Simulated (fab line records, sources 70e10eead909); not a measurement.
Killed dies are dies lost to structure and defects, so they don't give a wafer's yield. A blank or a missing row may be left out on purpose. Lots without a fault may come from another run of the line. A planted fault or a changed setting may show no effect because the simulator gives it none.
Chamber matching | flow nand_harc | NHARC_P_M1_DESCUM_14 on rie_diel-01: 4 sister chambers
The step chemistry O2, time 3 s. 8 wafers are shown with their chamber, then 7 later ones without.

WAFERS WITH THEIR CHAMBER
wafer  | chamber | rf_vpp_V (V) | throttle_valve_pct (%)
L173.6 | 3       | 58.8         | 11.311
L180.1 | 2       | 57.7         | 11.298
L179.4 | 3       | 58.9         | 11.310
L183.3 | 0       | 57.8         | 11.295
L183.5 | 2       | 57.7         | 11.302
L183.6 | 1       | 58.5         | 11.311
L185.1 | 0       | 58.1         | 11.315
L185.5 | 1       | 58.0         | 11.315

WAFERS WITHOUT THEIR CHAMBER
wafer  | rf_vpp_V (V) | throttle_valve_pct (%)
L185.6 | 56.7         | 11.309
L186.1 | 56.7         | 11.297
L186.3 | 57.1         | 11.299
L186.5 | 58.4         | 11.317
L187.1 | 58.4         | 11.310
L187.3 | 58.4         | 11.311
L187.6 | 57.7         | 11.298

WHICH CHAMBER EACH WENT THROUGH
wafer  | from the rows above          | in truth
L185.6 | can't be placed: 2 or 0      | 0
L186.1 | can't be placed: 2 or 0      | 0
L186.3 | can't be placed: 2 or 0      | 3
L186.5 | can't be placed: 1 or 3 or 0 | 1
L187.1 | can't be placed: 1 or 3 or 0 | 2
L187.3 | can't be placed: 1 or 3 or 0 | 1
L187.6 | can't be placed: 2 or 0      | 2
Placed correctly: 0 of 7. Can't be placed from these rows: 7 (the true chamber is among the candidates in 5). Placed wrongly: 0.
How it was worked out, from the rows above alone: a wafer's distance from a chamber is the root of the sum, over the readings, of the square of ((its reading less the chamber's mean) divided by the reading's scatter). The wafer belongs to the nearest chamber; if the next one is less than 2 further off, it can't be placed. A chamber's mean is the mean of its shown wafers. The scatter: the root of (the sum of the squares of (reading less its chamber's mean) over the shown wafers, divided by (wafers less chambers)).
